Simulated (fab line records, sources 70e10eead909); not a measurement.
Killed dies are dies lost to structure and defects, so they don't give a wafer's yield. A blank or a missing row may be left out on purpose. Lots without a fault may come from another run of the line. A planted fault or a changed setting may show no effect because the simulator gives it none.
fab line records | flow nand_harc
record lots=6 wafers=18 last_day=32
route steps=1302 shown A_STAIRCASE@838 END@1302
lots that met no fault: from a run of the same line without faults
start_h: hours from the record's first day to the start of the lot's first wafer shown | wait_h: hours since the lot's step before | " the same as in the row above | L1.1+2: a row that stands for several wafers | - no value, or no start given | * or withheld: withheld | < > ~ a bound
route shown NAME@n: a module of which the file shows steps, and the number in the route of the first | usual: mean/standard deviation of fault-free wafers | same: alike in all rows | chamber/n: place in a boat | sites: the reading at each site | _std_site: their standard deviation | _edge_site: outer sites' mean less inner sites' | radius_mm: how far each site lies from the wafer's centre | mask NAME#n: copy n | behind: the tool/chamber that last shaped the wafer | hold: why the lot was held/for how many hours/how that ended | device: the transistor (n, p or np) that didn't switch | end of line: the same wafers' tests at the end of the route | a step without rows: its recipe alone | killed: dies lost to structure and defects at the first sort, not the wafer's yield | map: a wafer's dies, x killed, . not, _ none there
set.NAME: the setting as run; set.NAME@STEP: as run at that earlier step | model.NAME: the simulator's own value behind a step, which no gauge read
lots at some steps of the route; a table a step, a row a wafer
services: from which hour (start_h, from the record's first day; less than 0 if before it) a tool's chamber was out of use, for how many hours, and why
## steps
# step NHARC_A_STAIRCASE_PRECLEAN_318
# recipe time_s=* temp_c=50 bath_age_min=0 chemistry=SC1
# step NHARC_A_STAIRCASE_SRD_329
# step NHARC_A_STAIRCASE_ALD_415
# recipe target_thk_a=300 pulse_time_s=6 ald_cycles=300 temp_c=300 material=SiO2
# usual heater_power_w=471/55 precursor_pulse_height_rel=1.001/0.021
# columns lot.wafer tool chamber start_h wait_h heater_power_w precursor_pulse_height_rel
L766.4 ald_hk-01 2 426.78 0.1 454 0.992
L766.5 " 2 " " 449 1.003
L766.6 " 3 " " 391 0.999
L764.1 ald_hk-02 3 430.37 0.1 445 0.970
L764.3 " 1 " " 538 0.996
L764.5 " 0 " " 448 0.997
L773.2 ald_hk-03 3 507.90 0.8 408 0.994
L773.5 " 0 " " 436 1.007
L773.6 " 1 " " 518 1.005
L774.3 ald_hk-02 2 525.51 0.3 550 1.015
L774.2 " 0 " " 455 1.028
L774.5 " 1 " " 542 1.004
L775.4 ald_hk-01 3 537.07 0.5 398 1.004
L775.3 " 0 " " 590 0.980
L775.6 " 2 " " 432 0.969
L781.2 ald_hk-02 0 592.16 0.3 449 0.984
L781.6 " 3 " " 421 0.970
L781.5 " 0 " " 448 1.023
# step NHARC_A_STAIRCASE_ETCHBACK_416
# recipe target_depth_a=360 time_s=7.2 c4f8_flow_sccm=withheld o2_flow_sccm=8 ar_flow_sccm=withheld rf_w=600 bias_w=800 chemistry=C4F8/O2/Ar
# step NHARC_A_STAIRCASE_STRIP_476
# recipe time_s=20 o2_flow_sccm=500 ar_flow_sccm=0 bias_w=0 chemistry=O2
# step NHARC_A_STAIRCASE_DEP_417
# recipe target_thk_a=600 step_coverage_pct=20 temp_c=400 target_thk_nm=60 flow_sccm=200 rf_w=450 material=Si3N4
# usual heater_power_w=698/75
# columns lot.wafer tool chamber start_h wait_h heater_power_w
L766.6 pecvd-02 2 429.66 - 729
L766.4 " 0 " " 683
L766.5 " 1 " " 789
L764.3 pecvd-04 0 433.36 - 756
L764.1 " 1 " " 802
L764.5 " 1 " " 803
L773.2 pecvd-04 2 509.49 - 544
L773.6 " 2 " " 561
L773.5 " 1 " " 714
L774.3 pecvd-04 1 527.55 - 696
L774.2 " 0 " " 729
L774.5 " 2 " " 659
L775.3 pecvd-03 1 538.96 - 692
L775.4 " 2 " " 630
L775.6 " 1 " " 698
L781.2 pecvd-03 2 594.18 - 739
L781.5 " 2 " " 775
L781.6 " 1 " " 763
# step NHARC_A_STAIRCASE_WET_418
# recipe temp_c=160 target_depth_a=200 chemistry=H3PO4
# step NHARC_A_STAIRCASE_PRECLEAN_419
# recipe time_s=* temp_c=50 bath_age_min=0 chemistry=SC1
# step NHARC_A_STAIRCASE_SRD_421
# step NHARC_A_STAIRCASE_ALD_420
# recipe target_thk_a=200 pulse_time_s=6 ald_cycles=200 temp_c=300 material=SiO2
# usual heater_power_w=482/63 precursor_pulse_height_rel=1.000/0.02
# columns lot.wafer tool chamber start_h wait_h heater_power_w precursor_pulse_height_rel
L766.4 ald_hk-01 2 432.54 - 436 1.008
L766.5 " 0 " " 628 0.991
L766.6 " 1 " " 469 0.998
L764.1 ald_hk-01 2 434.92 - 448 1.018
L764.3 " 3 " " 400 1.020
L764.5 " 1 " " 467 1.024
L773.2 ald_hk-03 0 512.52 - 429 1.001
L773.5 " 2 " " 472 1.029
L773.6 " 3 " " 411 1.049
L774.3 ald_hk-03 2 530.71 - 492 0.972
L774.2 " 3 " " 418 0.990
L774.5 " 1 " " 542 1.020
L775.4 ald_hk-02 0 541.74 - 450 0.999
L775.3 " 2 " " 532 1.032
L775.6 " 3 " " 436 1.050
L781.2 ald_hk-02 3 597.06 - 420 1.004
L781.6 " 2 " " 541 0.962
L781.5 " 3 " " 425 0.970
# step NHARC_A_STAIRCASE_CVD_552
# recipe target_thk_a=400 temp_c=700 pressure_mtorr=300 material=SiNx
# step NHARC_A_STAIRCASE_DEP_151
# recipe target_thk_a=72000 temp_c=400 target_thk_nm=7200 teos_flow_sccm=200 rf_w=500 material=SiO2
# usual heater_power_w=627/82
# columns lot.wafer tool chamber start_h wait_h heater_power_w
L764.1 pecvd-02 2 440.43 0.5 711
L764.3 " 0 " " 651
L764.5 " 0 " " 646
L766.6 pecvd-04 1 440.67 0.7 645
L766.5 " 2 " " 538
L766.4 " 0 " " 609
L773.2 pecvd-02 2 518.63 0.6 695
L773.6 " 1 " " 628
L773.5 " 2 " " 608
L774.2 pecvd-02 2 538.53 0.4 618
L774.3 " 0 " " 783
L774.5 " 1 " " 641
L775.3 pecvd-02 2 549.72 0.4 737
L775.6 " 0 " " 645
L775.4 " 1 " " 628
L781.2 pecvd-03 1 605.24 0.6 713
L781.5 " 2 " " 619
L781.6 " 0 " " 443
# step NHARC_A_STAIRCASE_ANNEAL_320
# recipe temp_c=750 time_s=1800
# step NHARC_A_STAIRCASE_DEP_322
# recipe target_thk_a=72000 temp_c=400 target_thk_nm=7200 teos_flow_sccm=200 rf_w=500 material=SiO2
# step NHARC_A_STAIRCASE_ANNEAL_323
# recipe temp_c=750 time_s=1800
# step NHARC_A_STAIRCASE_DEP_325
# recipe target_thk_a=72000 temp_c=400 target_thk_nm=7200 teos_flow_sccm=200 rf_w=500 material=SiO2
# step NHARC_A_STAIRCASE_ANNEAL_326
# recipe temp_c=750 time_s=1800
# step NHARC_A_STAIRCASE_DEHYDRATE_433
# recipe temp_c=150 time_s=120
# step NHARC_A_STAIRCASE_HMDS_434
# recipe time_s=30
# step NHARC_A_STAIRCASE_COAT_435
# recipe spin_rpm=1200
# step NHARC_A_STAIRCASE_SOFTBAKE_436
# recipe temp_c=135 time_s=170
# step NHARC_A_STAIRCASE_EBR_437
# step NHARC_A_STAIRCASE_EXPOSE_438
# recipe na=0.5 dose_mj=28.97 mask_id=STAIR_REV
# step NHARC_A_STAIRCASE_PEB_439
# recipe peb_temp_c=115 peb_time_s=130
# step NHARC_A_STAIRCASE_DEVELOP_440
# recipe time_s=140
# step NHARC_A_STAIRCASE_HARDBAKE_442
# recipe temp_c=120 time_s=140
# step NHARC_A_STAIRCASE_DESCUM_443
# recipe time_s=3 o2_flow_sccm=200 ar_flow_sccm=0 bias_power_w=0 chemistry=O2
# step NHARC_A_STAIRCASE_ETCH_444
# recipe target_depth_a=2.04e+05 time_s=6800 c4f8_flow_sccm=20 o2_flow_sccm=10 ar_flow_sccm=withheld rf_w=600 bias_w=1000 chemistry=C4F8/O2
# usual oes_product_au=0.933/0.02 rf_vpp_V=809/5.1
# columns lot.wafer tool chamber start_h wait_h oes_product_au rf_hours_counter_h rf_vpp_V
L764.3 rie_diel-02 0 470.47 1.0 0.918 23 799
L764.1 " 1 " " 0.915 21 815
L764.5 " 3 " " 0.929 - 807
L766.4 rie_diel-03 3 471.12 1.5 0.944 2 805
L766.6 " 0 " " 0.926 - 816
L766.5 " 1 " " 0.936 - 815
L773.2 rie_diel-03 1 548.41 1.5 0.918 30 815
L773.5 " 2 " " 0.929 - 809
L773.6 " 3 " " 0.931 - 806
L774.2 rie_diel-06 3 568.48 0.1 0.913 19 807
L774.3 " 2 569.90 1.5 0.925 23 801
L774.5 " 3 " " 0.908 - 807
L775.4 rie_diel-02 2 580.81 1.0 0.969 1 810
L775.3 " 3 " " 0.951 1 807
L775.6 " 1 " " 0.987 - 813
L781.2 rie_diel-02 2 630.19 0.5 0.940 16 808
L781.5 " 1 631.61 1.9 0.921 - 813
L781.6 " 2 " " 0.945 - 810
# step NHARC_A_STAIRCASE_STRIP_446
# recipe power_w=1500 temp_c=250 chemistry=O2
# usual drypump_motor_current_A=5.2/0.49 heater_power_w=312/21
# columns lot.wafer tool chamber start_h wait_h drypump_motor_current_A heater_power_w rf_hours_counter_h
L764.1 plasma_asher-01 0 473.95 0.1 5.0 285 25
L764.3 " 1 " " 6.1 304 -
L764.5 " 0 " " 5.0 292 -
L766.4 plasma_asher-02 0 474.23 0.2 4.8 334 -
L766.5 " 1 " " 5.1 300 -
L766.6 " 0 " " 4.7 340 -
L773.2 plasma_asher-01 1 551.40 0.0 6.1 296 5
L773.6 " 1 " " 6.1 295 -
L773.5 " 0 " " 5.0 293 -
L774.2 plasma_asher-02 0 572.87 0.0 4.8 335 28
L774.3 " 1 " " 5.1 305 -
L774.5 " 1 " " 5.1 300 -
L775.3 plasma_asher-02 1 584.34 0.1 5.1 296 -
L775.4 " 0 " " 4.7 346 -
L775.6 " 0 " " 4.7 333 -
L781.2 plasma_asher-01 0 634.16 0.1 5.1 296 23
L781.6 " 1 " " 6.1 300 -
L781.5 " 0 " " 5.0 291 -
# step NHARC_A_STAIRCASE_STRIP_447
# recipe time_s=900 temp_c=130 chemistry=SPM
# step NHARC_A_STAIRCASE_PRECLEAN_448
# recipe time_s=* temp_c=50 bath_age_min=0 chemistry=SC1
# step NHARC_A_STAIRCASE_SRD_449
# step NHARC_A_STAIRCASE_CMP_450
# recipe target_thk_nm=200 material=SiO2
# step NHARC_A_STAIRCASE_CMP_152
# step NHARC_A_STAIRCASE_SRD_154
# step NHARC_END_SORT_01
# recipe temp_c=25
# usual killed_at_array=61/24 killed_at_other=1.2/1.3 killed_at_periphery=3.7/2.6 killed_dies=66/23 killed_open=3.3/1.8 killed_short=2.4/1.6
# same gross_dies=677
# columns lot.wafer tool chamber start_h wait_h killed_at_array killed_at_other killed_at_periphery killed_dies killed_open killed_short
L774.3 prober-01 0 705.55 3.1 566 4 4 574 2 1
L775.6 prober-01 0 720.56 4.0 539 1 2 542 4 3
# killed by level:class
L774.3 A_STAIRCASE:area_dep=516 A_CHANNEL_HOLE_D1:chamber_film_flake=27 A_CHANNEL_HOLE_D2:chamber_film_flake=9 A_STAIRCASE:chamber_film_flake=5 A_SLIT:chamber_film_flake=4 THIN_TSV:chamber_film_flake=4 P_GATE:chamber_film_flake=2 P_CONTACT:geometric_particle:open=1
L775.6 A_STAIRCASE:area_dep=494 A_CHANNEL_HOLE_D1:chamber_film_flake=26 A_CONTACT:chamber_film_flake=5 A_SLIT:chamber_film_flake=4 A_CHANNEL_FILL_D1:geometric_particle:open=2 A_STAIRCASE:chamber_film_flake=2 P_GATE:geometric_particle:open=1 P_GATE:geometric_particle:short=1
# map L774.3 (x killed, . not)
____________x____________
_________xxxxxxx_________
_______xxxxxxxxxxx_______
______xxxxxxx.xxxxx______
_____.xxxxx.x.xxxxxx_____
____xx.xxx.xxxxxx.xxx____
____xxxxx.xxxxxxxxxxx____
___xxxxxx.x.xxxxx.xxxx___
___xxxxxxxxxxxxxxxxxxx___
__xxxxxxxxxxxx..xxxxxxx__
__x.xxxxxxxxxxxxxxxxxxx__
_xxxxxxxxx...x..xxxxxxxx_
_xx.xxxxxxxx.x.x.xxx.xxx_
_xxxxxx.xxxxx..x.xxxxxxx_
_xxxx.xx.xxxxx..xxxxxxxx_
_xxxxxxxxxxxx..xxxxxxx.x_
xxxxxxxxxxxxx.xxxxxx..xxx
xxxxx.xxxxx..xx..xx.xxxxx
xxxxxxx.xx.x.x..x.xxxxxxx
xxx..xxxx.x.x.xxxxxxxxxxx
xxxxxxxxxxxxx.....xxxxxxx
_xx.xx...xxxxx.xxx.xxxxx_
_xx.x.xx.x.xx.xxx.xx.xxx_
_xxx.xx..xxx...x.xxxxxxx_
_xxxxxxxxxx..x.xx..xxxxx_
_xxxxxx.xxx.x...xxxxxxxx_
__.xxxxx.xx.xxxxxxxxxxx__
__xxxxxx.xx.x.xxxxxxxxx__
___xxxxxxxxx.xxxxxxxxx___
___xxxxxxxxxxxxxxxxxxx___
____x..x.xxxxxxxx.xxx____
____xxxxxxxxxxxxxxxxx____
_____xx..xxxxxxxxxxx_____
______xxxxxxxxxxxxx______
_______xxxxxxxxxxx_______
_________xxxxxxx_________
____________x____________
# map L775.6 (x killed, . not)
____________x____________
_________xxxxxxx_________
_______xxxxxxxxxxx_______
______xxxxxxxxxxxxx______
_____xxxxxx.xxxxxxxx_____
____xxxxxxx.xxxxxxxxx____
____xxxxxxxxxxxxxxxxx____
___xxxxxxxx..xxxxxxxxx___
___xxxxxxxx...xx.xxxxx___
__xxxxx.xxxx.x..xxxxxxx__
__xx.x.xxxxx..x.xxxxxxx__
_xxxxxxxxxxxx..xx.xxxxxx_
_xxxxxxx...xxx...xxxxxxx_
_xxxxxxxxxxxxx.x.x.xxxxx_
_xxxxxxxxxxx.....x.xxxxx_
_xxxx.x..x.x.xxxx.x.xxxx_
xxxxx....x.x......x.xxxxx
xxxx.xxx.x..x.x.x.xxxxxxx
xxx.xx......x...xx.xxxxxx
x.xxxxxxxx.x.xxx..xxxx.xx
xxxxxxx..x.x...xxxx.xxxxx
_xxx.x.x.x......xxxx.xxx_
_xxxxx.x.x..x...x.xxxxxx_
_xxxxxxxx.x.x...x.xxxxxx_
_xxxxxxx..xxx....xxxxxxx_
_xxxxxxxx..x.x...xx.xxxx_
__xxxxxx.x.x.xxxx.xxxxx__
__xxxxxx.x.xxxx..xxxxxx__
___xxxxxxxxx.xxx.xxxxx___
___xxxxxx.xxxxxxxxxxxx___
____xx.xxxxx.xxxxxxxx____
____xxxxxxxxxxxxxxxxx____
_____xxxxxxxxxxxxxxx_____
______xxxxxxxxxxxxx______
_______xxxxxxxxxxx_______
_________xxxxxxx_________
____________x____________
## services
# columns tool chamber start_h hours kind
pecvd-02 - 408.14 13.0 pm
pecvd-02 0 408.14 13.0 vent_cycle
plasma_asher-02 - 426.00 9.0 pm
rie_diel-03 1 427.33 3.5 repair
pecvd-04 - 450.01 13.0 pm
rie_diel-03 - 458.46 9.0 pm
pecvd-04 - 463.58 1.4 repair
ald_hk-01 - 476.66 10.0 pm
rie_diel-03 0 481.98 13.0 repair
rie_diel-06 - 484.39 9.0 pm
pecvd-03 - 486.06 0.6 repair
plasma_asher-02 - 495.89 0.5 repair
rie_diel-03 3 517.78 17.8 repair
rie_diel-06 3 518.22 11.4 repair
plasma_asher-01 - 520.17 9.0 pm
pecvd-03 - 543.57 1.9 repair
pecvd-03 - 547.05 13.0 pm
rie_diel-02 - 570.78 9.0 pm
ald_hk-03 - 572.35 10.0 pm
pecvd-04 2 583.04 2.5 repair
pecvd-02 - 589.14 13.0 pm
plasma_asher-02 - 603.00 9.0 pm
ald_hk-02 - 624.29 0.4 repair
pecvd-04 - 631.01 13.0 pm
## key
first_sign step=NHARC_END_SORT_01 reading=killed_dies direction=up sigmas=21 usual=66 struck=558
effect step=NHARC_END_SORT_01 reading=killed_at_array direction=up sigmas=21 usual=61 struck=552
more_kills_born_at NHARC_A_STAIRCASE_DEP_151@pecvd-02=1010
met_at NHARC_A_STAIRCASE_DEP_151
struck_wafers L774.3,L775.6
later_rows_left_out L774.3,L775.6
tester_left_out L774,L775
onset_between 440.43 538.53
fault kind=process_parameter_drift tool=pecvd-02 chamber=0 onset_h=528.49 steps=NHARC_A_STAIRCASE_DEP_151 channel=target_thk_a offset=* shape=step end_h=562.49 acts_in=* stated=*
# tester_left_out: of these lots the tester's yield and bins aren't shown, on N5 and GAA mostly nor the transistor test; their killed dies are dies lost to structure and defects alone, not to doping, threshold or leakage, so they don't give the yield
# later_rows_left_out: the simulator's readings of these wafers behind a module that went badly wrong aren't trusted and aren't shown, but for the sort
